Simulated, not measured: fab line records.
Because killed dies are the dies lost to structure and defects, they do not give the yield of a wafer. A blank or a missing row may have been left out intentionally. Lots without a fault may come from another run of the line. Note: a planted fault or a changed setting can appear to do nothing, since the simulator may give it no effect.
Which tool did it? | flow nand harc | 12 lots, 35 wafers sampled, at 6 steps of a route of 1159

== WHAT THE GAUGES SHOWED, per wafer ==
NHARC_END_SORT_01. Usual: defect limited yield 95.4 %, standard deviation 1.8; killed at array 28, standard deviation 11; killed at other 0.7, standard deviation 0.88; killed at periphery 3.1, standard deviation 2.2; killed dies 31, standard deviation 12; killed open 3.3, standard deviation 2; killed short 2.0, standard deviation 1.6; sort_bin_2_pct 1.5 %, standard deviation 0.73; sort_bin_3_pct 0.27 %, standard deviation 0.22; sort_bin_4_pct 2.9 %, standard deviation 1.1; sort n pass 646, standard deviation 12; sort rim yield pct 93 %, standard deviation 3.9; sort yield pct 95.4 %, standard deviation 1.8.
lot  | measured     | on        | defect limited yield (%) | killed at array | killed at other | killed at periphery | killed dies | killed open | killed short | sort_bin_2_pct (%) | sort_bin_3_pct (%) | sort_bin_4_pct (%) | sort n pass | sort rim yield pct (%) | sort yield pct (%) | flag
L990 | day 20 11:52 | prober-02 | 97.8 98.4 98.1           | 13 9 11         | 2 1 0           | 0 1 2               | 15 11 13    | 3 1 1       | 3 0 2        | 1.0 0.4 0.3        | 0.15 0 0           | 1.0 1.2 1.6        | 662 666 664 | 96 99 99               | 97.8 98.4 98.1     |
L995 | day 21 20:15 | prober-02 | 96.6 97.5 97.8           | 20 14 14        | 1 2 1           | 2 1 0               | 23 17 15    | 2 2 1       | 6 6 0        | 1.5 1.2 0.4        | 0.44 0.15 0.15     | 1.5 1.2 1.6        | 654 660 662 | 95 99 100              | 96.6 97.5 97.8     |
L103 | day 24 05:43 | prober-02 | 93.2 94.5 92.8           | 43 37 44        | 1 0 3           | 2 0 2               | 46 37 49    | 4 4 2       | 2 2 1        | 2.2 1.9 3.8        | 0.30 0.30 0        | 4.3 3.2 3.4        | 631 640 628 | 86 93 86               | 93.2 94.5 92.8     |

== WHAT TOOL EACH LOT RAN ON (gives the tool, then ch and the chambers of the sampled wafers, and finally the start) ==
lot  | NHARC_P_M0_PRE_CLEAN_31        | NHARC_P_M1_STRIP_18               | NHARC_P_M1_ECD_22              | NHARC_P_M1_CMP_23             | NHARC_P_M1_PRE_CLEAN_32
L987 | pecvd-01 ch 0,1,2, day 6 14:50 | rie diel-13 ch 0,1,2, day 6 16:44 | ecd cu-02 ch 0,1, day 6 17:46  | cmp-03 ch 0,1,3, day 6 18:30  | pecvd-02 ch 0,1, day 6 19:04
L989 | pecvd-03 ch 0,1, day 6 17:24   | rie diel-13 ch 0,1, day 6 19:14   | ecd cu-01 ch 0,1, day 6 20:14  | cmp-03 ch 0,2,3, day 6 21:01  | pecvd-03 ch 0,1,2, day 6 21:29
L988 | pecvd-02 ch 0,1,2, day 6 17:39 | rie diel-04 ch 0,2,3, day 6 19:30 | ecd cu-02 ch 0,1, day 6 20:28  | cmp-02 ch 1,2,3, day 6 21:17  | pecvd-03 ch 0,2, day 6 21:50
L990 | pecvd-02 ch 0,1,2, day 6 23:59 | rie diel-13 ch 0,1,3, day 7 01:49 | ecd cu-01 ch 0,1, day 7 02:50  | cmp-02 ch 0,3, day 7 03:31    | pecvd-03 ch 0,1, day 7 04:05
L991 | pecvd-02 ch 0,1,2, day 7 00:54 | rie diel-13 ch 1,2, day 7 02:47   | ecd cu-02 ch 0,1, day 7 03:51  | cmp-01 ch 0,1,3, day 7 04:33  | pecvd-03 ch 0,1,2, day 7 05:05
L992 | pecvd-02 ch 0,1,2, day 7 01:40 | rie diel-13 ch 0,1,2, day 7 03:29 | ecd cu-02 ch 0,1, day 7 04:29  | cmp-03 ch 1,2, day 7 05:11    | pecvd-02 ch 0,1,2, day 7 05:42
L993 | pecvd-01 ch 0,1, day 7 22:24   | rie diel-13 ch 0,3, day 8 00:17   | ecd cu-01 ch 0,1, day 8 01:16  | cmp-01 ch 1,2, day 8 02:04    | pecvd-03 ch 1,2, day 8 02:50
L994 | pecvd-02 ch 0,1, day 8 02:18   | rie diel-04 ch 0,2,3, day 8 04:22 | ecd cu-01 ch 0,1, day 8 05:20  | cmp-03 ch 0,1,3, day 8 06:07  | pecvd-01 ch 1,2, day 8 06:35
L995 | pecvd-02 ch 0,1, day 8 02:51   | rie diel-04 ch 0,1,2, day 8 05:05 | ecd cu-02 ch 0,1, day 8 06:17  | cmp-03 ch 0,2,3, day 8 06:58  | pecvd-01 ch 0,1, day 8 07:28
L996 | pecvd-02 ch 0, day 8 09:35     | rie diel-04 ch 1, day 8 11:41     | ecd cu-01 ch 0,1, day 8 12:42  | cmp-03 ch 3, day 8 13:22      | pecvd-02 ch 0, day 8 13:56
L103 | pecvd-02 ch 0,2, day 10 08:41  | rie diel-13 ch 2, day 10 10:40    | ecd cu-02 ch 0,1, day 10 12:08 | cmp-01 ch 0,1,2, day 10 12:51 | pecvd-03 ch 0,1,2, day 10 13:24
L106 | pecvd-02 ch 0,1, day 11 00:47  | rie diel-13 ch 0,2, day 11 02:39  | ecd cu-02 ch 0,1, day 11 03:43 | cmp-02 ch 0,2,3, day 11 04:28 | pecvd-02 ch 0,1,2, day 11 04:58
- NHARC_P_M0_PRE_CLEAN_31: time 12 s.
- NHARC_P_M1_STRIP_18: strips in N2/H2.
- NHARC_P_M1_ECD_22: material Cu, target thk 400 nm.
- NHARC_P_M1_CMP_23: polishes, t overpolish 20 s, target thk 157.82 nm.
- NHARC_P_M1_PRE_CLEAN_32: time 12 s.

== AS READ BY THE TOOLS THEMSELVES (means over the sampled wafers that have a number; for cases with no such wafer, the mark the record gives instead) ==
NHARC_P_M0_PRE_CLEAN_31. Usual: heater power w reads 626 W (standard deviation 91).
lot  | tool     | heater power w (W) | flag
L987 | pecvd-01 | 578                |
L989 | pecvd-03 | 625                |
L988 | pecvd-02 | 659                |
L990 | pecvd-02 | 658                |
L991 | pecvd-02 | 664                |
L992 | pecvd-02 | 661                |
L993 | pecvd-01 | 529                |
L994 | pecvd-02 | 574                |
L995 | pecvd-02 | 573                |
L996 | pecvd-02 | 648                |
L103 | pecvd-02 | 659                |
L106 | pecvd-02 | 600                |

NHARC_P_M1_STRIP_18. Usual: drypump motor current A 5.5 A, standard deviation 0.47; oes product au 1.006 a.u., standard deviation 0.0075; rf vpp V 91.0 V, standard deviation 1; showerhead plenum p Torr 2.11 Torr, standard deviation 0.087; throttle valve pct 14.171 %, standard deviation 0.0096.
lot  | tool        | drypump motor current A (A) | oes product au (a.u.) | rf vpp V (V) | showerhead plenum p Torr (Torr) | throttle valve pct (%) | flag
L987 | rie diel-13 | 5.7                         | 1.012                 | 90.7         | 2.06                            | 14.177                 |
L989 | rie diel-13 | 5.7                         | 1.009                 | 90.1         | 1.97                            | 14.172                 |
L988 | rie diel-04 | 5.5                         | 1.004                 | 90.8         | 2.14                            | 14.170                 |
L990 | rie diel-13 | 5.7                         | 1.004                 | 91.1         | 2.03                            | 14.177                 |
L991 | rie diel-13 | 5.7                         | 1.000                 | 91.9         | 2.14                            | 14.173                 |
L992 | rie diel-13 | 5.7                         | 1.005                 | 90.6         | 2.06                            | 14.173                 |
L993 | rie diel-13 | 5.3                         | 1.010                 | 90.3         | 1.97                            | 14.167                 |
L994 | rie diel-04 | 5.5                         | 1.005                 | 91.8         | 2.14                            | 14.176                 |
L995 | rie diel-04 | 5.8                         | 1.002                 | 91.3         | 2.18                            | 14.170                 |
L996 | rie diel-04 | 6.2                         | 0.998                 | 91.3         | 2.15                            | 14.166                 |
L103 | rie diel-13 | 5.3                         | 1.007                 | 91.0         | 2.16                            | 14.171                 |
L106 | rie diel-13 | 5.3                         | 0.998                 | 90.4         | 2.08                            | 14.169                 |

NHARC_P_M1_CMP_23. Usual: motor current A 12.0 A, standard deviation 1.6; time to endpoint s 29.3 s, standard deviation 2.9.
lot  | tool   | motor current A (A) | time to endpoint s (s) | flag
L987 | cmp-03 | 11.8                | 29.8                   |
L989 | cmp-03 | 12.8                | 30.4                   |
L988 | cmp-02 | 12.1                | 30.0                   |
L990 | cmp-02 | 11.1                | 31.7                   |
L991 | cmp-01 | 12.3                | 29.6                   |
L992 | cmp-03 | 14.1                | 25.3                   |
L993 | cmp-01 | 10.6                | 30.3                   |
L994 | cmp-03 | 11.8                | 28.5                   |
L995 | cmp-03 | 12.9                | 30.2                   |
L996 | cmp-03 | 10.1                | 22.9                   |
L103 | cmp-01 | 11.5                | 32.0                   |
L106 | cmp-02 | 11.0                | 33.3                   |

NHARC_P_M1_PRE_CLEAN_32. Usual: heater power w reads 616 W (standard deviation 86).
lot  | tool     | heater power w (W) | flag
L987 | pecvd-02 | 601                |
L989 | pecvd-03 | 643                |
L988 | pecvd-03 | 560                |
L990 | pecvd-03 | 674                |
L991 | pecvd-03 | 632                |
L992 | pecvd-02 | 650                |
L993 | pecvd-03 | 601                |
L994 | pecvd-01 | 575                |
L995 | pecvd-01 | 527                |
L996 | pecvd-02 | 609                |
L103 | pecvd-03 | 604                |
L106 | pecvd-02 | 640                |

== THE ANSWER, worked out from the rows above alone ==
Rule: a lot counts as off when the mean over its wafers that have a number is more than 3 standard deviations away from the usual mean. Also off: a lot with no number at a reading for which 4 or more lots have one. The other lots that the step has rows for count as sound. First the gauges in route order, then the tools' own readings, where a lot's mean is used as printed above. At the first step where some lot is off, the reading lying furthest off is the one used; lots without a number count as furthest.
None of the lots is off at any reading shown; this tells nothing.

== WHAT THE SIMULATOR HAD PUT IN ==
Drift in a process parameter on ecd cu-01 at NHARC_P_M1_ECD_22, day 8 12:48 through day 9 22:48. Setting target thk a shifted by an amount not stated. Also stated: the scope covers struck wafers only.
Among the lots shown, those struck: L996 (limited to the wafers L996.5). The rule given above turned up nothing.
